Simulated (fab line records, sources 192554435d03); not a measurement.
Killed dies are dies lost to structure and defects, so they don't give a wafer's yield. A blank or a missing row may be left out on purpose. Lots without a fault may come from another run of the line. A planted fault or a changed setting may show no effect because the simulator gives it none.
Which tool did it? | flow n5_finfet | 10 lots, 29 wafers sampled, at 6 steps of a route of 1938

WHAT THE GAUGES READ, wafer by wafer
N5_BEOL_M10_INSPECT_58: inspects for defects (darkfield).
lot  | measured     | on                | raw_defect_count
L602 | day 9 14:47  | defect_inspect-01 | 88 56 88
L603 | day 10 08:14 | defect_inspect-02 | 70 118 58
L605 | day 10 11:41 | defect_inspect-01 | 63 62 64
L607 | day 11 09:53 | defect_inspect-01 | 62 50 60
L609 | day 11 12:56 | defect_inspect-01 | 122 103 87
L612 | day 12 10:55 | defect_inspect-02 | 70 55 52
L616 | day 13 21:50 | defect_inspect-02 | 43 49 978
L618 | day 14 03:40 | defect_inspect-01 | 1006 96 83
L622 | day 14 15:21 | defect_inspect-02 | 68 46 80
L623 | day 15 19:50 | defect_inspect-01 | 95 140

N5_BEOL_M11_INSPECT_13: inspects for defects (brightfield).
lot  | measured     | on                | raw_defect_count
L602 | day 9 17:50  | defect_inspect-01 | 571 425 564
L603 | day 10 10:13 | defect_inspect-02 | 357 451 427
L605 | day 10 15:23 | defect_inspect-02 | 308 311 242
L607 | day 11 11:58 | defect_inspect-02 | 376 318 488
L609 | day 11 15:15 | defect_inspect-02 | 484 517 544
L612 | day 12 12:45 | defect_inspect-02 | 313 341 331
L616 | day 13 23:16 | defect_inspect-02 | 178 339 1186
L618 | day 14 05:46 | defect_inspect-01 | 1367 446 359
L622 | day 14 20:32 | defect_inspect-02 | 404 286 382
L623 | day 15 21:41 | defect_inspect-01 | 491 641

WHICH TOOL RAN EACH LOT (tool, then ch and the chambers of the sampled wafers, then the start)
lot  | N5_BEOL_M10_ETCH_66                | N5_BEOL_M10_DEP_56              | N5_BEOL_M11_CURE_71           | N5_BEOL_M11_HM_DEP_02
L602 | rie_diel-02 ch 0,1,2, day 9 11:35  | pecvd-01 ch 0,1,2, day 9 14:43  | uv_cure-02 ch 1, day 9 15:08  | pvd_sputter-03, day 9 17:25
L603 | rie_diel-06 ch 0,2,3, day 10 05:09 | pecvd-01 ch 1,2, day 10 08:08   | uv_cure-01 ch 2, day 10 08:26 | pvd_sputter-03, day 10 09:39
L605 | rie_diel-01 ch 2,3, day 10 08:41   | pecvd-03 ch 2, day 10 11:34     | uv_cure-03 ch 2, day 10 12:06 | pvd_sputter-01, day 10 14:58
L607 | rie_diel-02 ch 1,2, day 11 07:08   | pecvd-03 ch 0,1, day 11 09:47   | uv_cure-01 ch 0, day 11 10:10 | pvd_sputter-03, day 11 11:25
L609 | rie_diel-01 ch 1,3, day 11 09:57   | pecvd-03 ch 0,1, day 11 12:50   | uv_cure-03 ch 2, day 11 13:07 | pvd_sputter-02, day 11 14:42
L612 | rie_diel-06 ch 0,1,2, day 12 08:16 | pecvd-04 ch 1,2, day 12 10:48   | uv_cure-03 ch 2, day 12 11:02 | pvd_sputter-02, day 12 12:12
L616 | rie_diel-06 ch 0,1,3, day 13 18:45 | pecvd-01 ch 0,1,2, day 13 21:44 | uv_cure-01 ch 2, day 13 22:07 | pvd_sputter-01, day 13 22:43
L618 | rie_diel-02 ch 0,3, day 14 00:45   | pecvd-01 ch 0,1,2, day 14 03:34 | uv_cure-03 ch 0, day 14 03:56 | pvd_sputter-02, day 14 05:13
L622 | rie_diel-02 ch 0,3, day 14 11:46   | pecvd-03 ch 0,2, day 14 15:15   | uv_cure-01 ch 0, day 14 15:43 | pvd_sputter-03, day 14 20:06
L623 | rie_diel-02 ch 2,3, day 15 16:53   | pecvd-04 ch 1,2, day 15 19:44   | uv_cure-01 ch 2, day 15 19:58 | pvd_sputter-03, day 15 21:08
- N5_BEOL_M10_ETCH_66: etches SOC in N2/H2, target depth 120 nm, overetch 24 nm, time 180 s.
- N5_BEOL_M10_DEP_56: deposits SiCN from 3MS/NH3, target thk 15 nm, time 26.5 s.
- N5_BEOL_M11_CURE_71: cures SiCOH lowk, time 240 s.
- N5_BEOL_M11_HM_DEP_02: deposits TiN, target thk 20 nm.

WHAT THE TOOLS THEMSELVES READ (means of the sampled wafers that have a number; where no wafer has one, the mark that the record gives instead)
N5_BEOL_M10_ETCH_66.
lot  | tool        | bias_w (W) | chamber_pressure_mTorr (mTorr) | drypump_motor_current_A (A) | n2_flow_sccm (sccm) | oes_product_au (a.u.) | rf_vpp_V (V) | showerhead_plenum_p_Torr (Torr) | throttle_valve_pct (%)
L602 | rie_diel-02 | 149.9      | 29.990                         | 5.7                         | 199.5               | 0.67                  | 526.0        | 2.62                            | 17.59
L603 | rie_diel-06 | 149.8      | 29.984                         | 5.3                         | 200.4               | 0.70                  | 528.4        | 2.69                            | 17.75
L605 | rie_diel-01 | 150.1      | 29.995                         | 5.9                         | 199.8               | 0.70                  | 521.8        | 2.47                            | 17.67
L607 | rie_diel-02 | 149.9      | 30.017                         | 5.7                         | 200.1               | 0.64                  | 526.9        | 2.64                            | 17.70
L609 | rie_diel-01 | 150.4      | 30.013                         | 5.6                         | 200.2               | 0.62                  | 521.8        | 2.48                            | 17.88
L612 | rie_diel-06 | 150.4      | 30.010                         | 5.8                         | 200.5               | 0.66                  | 526.0        | 2.61                            | 17.90
L616 | rie_diel-06 | 149.9      | 30.002                         | 5.7                         | 200.9               | 0.64                  | 525.4        | 2.60                            | 17.82
L618 | rie_diel-02 | 149.7      | 29.990                         | 5.4                         | 199.8               | 0.64                  | 523.5        | 2.53                            | 17.72
L622 | rie_diel-02 | 150.5      | 29.990                         | 5.1                         | 199.7               | 0.62                  | 522.6        | 2.48                            | 17.80
L623 | rie_diel-02 | 150.5      | 29.961                         | 5.2                         | 199.2               | 0.62                  | 524.1        | 2.56                            | 17.84

N5_BEOL_M10_DEP_56.
lot  | tool     | showerhead_plenum_p_Torr (Torr) | showerhead_vpp_V (V) | throttle_valve_pct (%)
L602 | pecvd-01 | 3.680                           | 867                  | 9.6
L603 | pecvd-01 | 3.665                           | 845                  | 9.3
L605 | pecvd-03 | 3.661                           | 880                  | 8.9
L607 | pecvd-03 | 3.665                           | 904                  | 9.5
L609 | pecvd-03 | 3.671                           | 878                  | 9.0
L612 | pecvd-04 | 3.658                           | 958                  | 9.3
L616 | pecvd-01 | 3.684                           | 874                  | 9.7
L618 | pecvd-01 | 3.679                           | 869                  | 9.8
L622 | pecvd-03 | 3.659                           | 896                  | 9.4
L623 | pecvd-04 | 3.656                           | 967                  | 9.3

N5_BEOL_M11_CURE_71.
lot  | tool       | lamp_power_pct (%) | wafer_temp_C_max
L602 | uv_cure-02 | 52.27              | 386.6
L603 | uv_cure-01 | 52.30              | 387.2
L605 | uv_cure-03 | 52.27              | 388.0
L607 | uv_cure-01 | 52.33              | 386.5
L609 | uv_cure-03 | 52.31              | 387.6
L612 | uv_cure-03 | 52.30              | 387.5
L616 | uv_cure-01 | 52.29              | 387.3
L618 | uv_cure-03 | 52.33              | 386.1
L622 | uv_cure-01 | 52.34              | 386.8
L623 | uv_cure-01 | 52.30              | 387.2

N5_BEOL_M11_HM_DEP_02.
lot  | tool           | substrate_temp_c (C) | throttle_valve_pct (%)
L602 | pvd_sputter-03 | 24.94                | 29.9
L603 | pvd_sputter-03 | 25.01                | 29.7
L605 | pvd_sputter-01 | 24.96                | 28.7
L607 | pvd_sputter-03 | 25.02                | 30.2
L609 | pvd_sputter-02 | 25.06                | 29.5
L612 | pvd_sputter-02 | 24.95                | 29.4
L616 | pvd_sputter-01 | 24.96                | 28.0
L618 | pvd_sputter-02 | 25.05                | 29.6
L622 | pvd_sputter-03 | 25.07                | 30.3
L623 | pvd_sputter-03 | 24.98                | 31.9

THE ANSWER, worked out from the rows above alone
Rule: what is usual is taken from the lots themselves. Put in order of their means at a reading, lots are off if they are a third of the lots or fewer, leave a main group of 4 or more, and stand apart from it by a gap of 3 or more times the standard deviation of the main group's means; of several such gaps the widest counts. A main group whose means are all the same, to the digits that the tables above print for the reading, isn't used. A lot without any number at a reading at which 4 lots or more have one is off too. The other lots that the step has rows for count as sound. The gauges are gone through in route order, then the tools' own readings, and for those a lot's mean is taken as printed above. The first step at which some lot is off is used, and at that step the reading that is off furthest; a lot without a number counts as furthest.
Off: L616, L618, at N5_BEOL_M10_INSPECT_58 (raw_defect_count). The main group: mean 78, standard deviation 21.
A tool fits if, at a process step before that reading, it ran every lot that is off, and no sound lot after the first of them. The gauges at N5_BEOL_M10_INSPECT_58 are tried like those tools. One fits: pecvd-01 at N5_BEOL_M10_DEP_56. Its last sound lot is L603 (day 10 08:08), its first lot that is off L616 (day 13 21:44): a fault that began between those two fits.

WHAT THE SIMULATOR HAD PUT IN
Chamber particle source: pecvd-01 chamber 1, from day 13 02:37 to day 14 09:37, at N5_BEOL_M10_DEP_56. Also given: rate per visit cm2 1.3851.
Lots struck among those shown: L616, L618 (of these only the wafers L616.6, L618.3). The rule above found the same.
